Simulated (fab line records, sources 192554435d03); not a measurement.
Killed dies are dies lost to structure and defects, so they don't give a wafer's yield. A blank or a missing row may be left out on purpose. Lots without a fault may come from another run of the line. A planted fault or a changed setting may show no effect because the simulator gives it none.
One fault seen from 3 desks | flow n5_finfet | each desk has only its own numbers; what lay behind them comes last

THE METROLOGY DESK
What the gauges read, lot by lot, whatever tool the lot ran on: means of the sampled wafers that have a number. A lot is out of limits, marked OUT, if its mean lies more than 4 standard deviations from the usual mean; the brackets give that distance. Of its 12 readings 7 are shown: those that lie furthest out on some lot.
Columns: A = V3_OVL at N5_BEOL_M4_OVL_MEAS_29, usual -0.2 nm; B = DIBL_N at N5_BEOL_M4_RC_MEAS_101, usual 36.5 mV/V; C = DIBL_P at N5_BEOL_M4_RC_MEAS_101, usual 36.5 mV/V; D = IOFF_N at N5_BEOL_M4_RC_MEAS_101, usual 0.162 nA/um; E = ION_N at N5_BEOL_M4_RC_MEAS_101, usual 678 uA/um; F = SS_P at N5_BEOL_M4_RC_MEAS_101, usual 73.3 mV/dec; G = VT_P at N5_BEOL_M4_RC_MEAS_101, usual -249 mV
lot  | first seen here | A    | B    | C    | D     | E   | F    | G
L429 | day 10 13:52    | -1.1 | 36.0 | 34.3 | 0.143 | 676 | 72.7 | -247
L438 | day 12 19:55    | -0.7 | 36.9 | 36.5 | 0.173 | 681 | 73.5 | -244
L439 | day 12 20:25    | 0.8  | 37.6 | 38.1 | 0.190 | 686 | 73.9 | -246
L448 | day 15 15:32    | 0.6  | 35.3 | 34.4 | 0.168 | 691 | 73.0 | -245
L447 | day 15 16:05    | -0.3 | 36.8 | 36.5 | 0.155 | 676 | 73.2 | -252
L446 | day 15 18:55    | 0.1  | 37.2 | 35.7 | 0.153 | 675 | 73.5 | -251
L449 | day 15 20:09    | -0.9 | 39.2 | 37.8 | 0.192 | 683 | 74.2 | -248
This desk's finding: nothing out of limits on any of the 7 lots.

THE DEFECT DESK
What the inspections along the route counted, lot by lot: means of the sampled wafers that have a number. A lot is out of limits, marked OUT, if its mean lies more than 4 standard deviations from the usual mean; the brackets give that distance.
Columns: A = raw_defect_count at N5_BEOL_M4_INSPECT_30, usual 409
lot  | first seen here | A
L429 | day 10 13:57    | 371
L438 | day 12 20:01    | 296
L439 | day 12 20:31    | 414
L448 | day 15 15:38    | 378
L447 | day 15 16:10    | 439
L446 | day 15 19:00    | 369
L449 | day 15 20:14    | 397
This desk's finding: nothing out of limits on any of the 7 lots.

THE TOOL OWNER'S DESK: rie_diel-01
The tool's own readings at N5_BEOL_M4_ETCH_70 (etches SOC in N2/H2, target depth 80 nm, overetch 24 nm, time 130 s): means of the sampled wafers that have a number, for each lot that ran on this tool. A lot is out of limits, marked OUT, if its mean lies more than 4 standard deviations from the usual mean; the brackets give that distance.
Columns: A = drypump_motor_current_A at N5_BEOL_M4_ETCH_70, usual 5.8 A; B = n2_flow_sccm at N5_BEOL_M4_ETCH_70, usual 200.0 sccm; C = oes_product_au at N5_BEOL_M4_ETCH_70, usual 0.57 a.u.; D = rf_vpp_V at N5_BEOL_M4_ETCH_70, usual 524.9 V; E = showerhead_plenum_p_Torr at N5_BEOL_M4_ETCH_70, usual 2.57 Torr; F = throttle_valve_pct at N5_BEOL_M4_ETCH_70, usual 17.86 %
lot  | first seen here | A   | B     | C    | D     | E    | F
L429 | day 10 15:05    | 5.6 | 199.6 | 0.58 | 525.1 | 2.59 | 17.94
L448 | day 15 17:27    | 5.9 | 200.2 | 0.57 | 524.3 | 2.54 | 17.99
L447 | day 15 21:07    | 5.9 | 200.5 | 0.57 | 521.2 | 2.49 | 18.00
L446 | day 16 00:03    | 5.9 | 199.8 | 0.58 | 524.0 | 2.55 | 17.93
This desk's finding: nothing out of limits on any of the 4 lots.

PUT TOGETHER
The metrology desk saw nothing out of limits.
The defect desk saw nothing out of limits.
The tool owner's desk saw nothing out of limits.

WHAT THE SIMULATOR HAD PUT IN
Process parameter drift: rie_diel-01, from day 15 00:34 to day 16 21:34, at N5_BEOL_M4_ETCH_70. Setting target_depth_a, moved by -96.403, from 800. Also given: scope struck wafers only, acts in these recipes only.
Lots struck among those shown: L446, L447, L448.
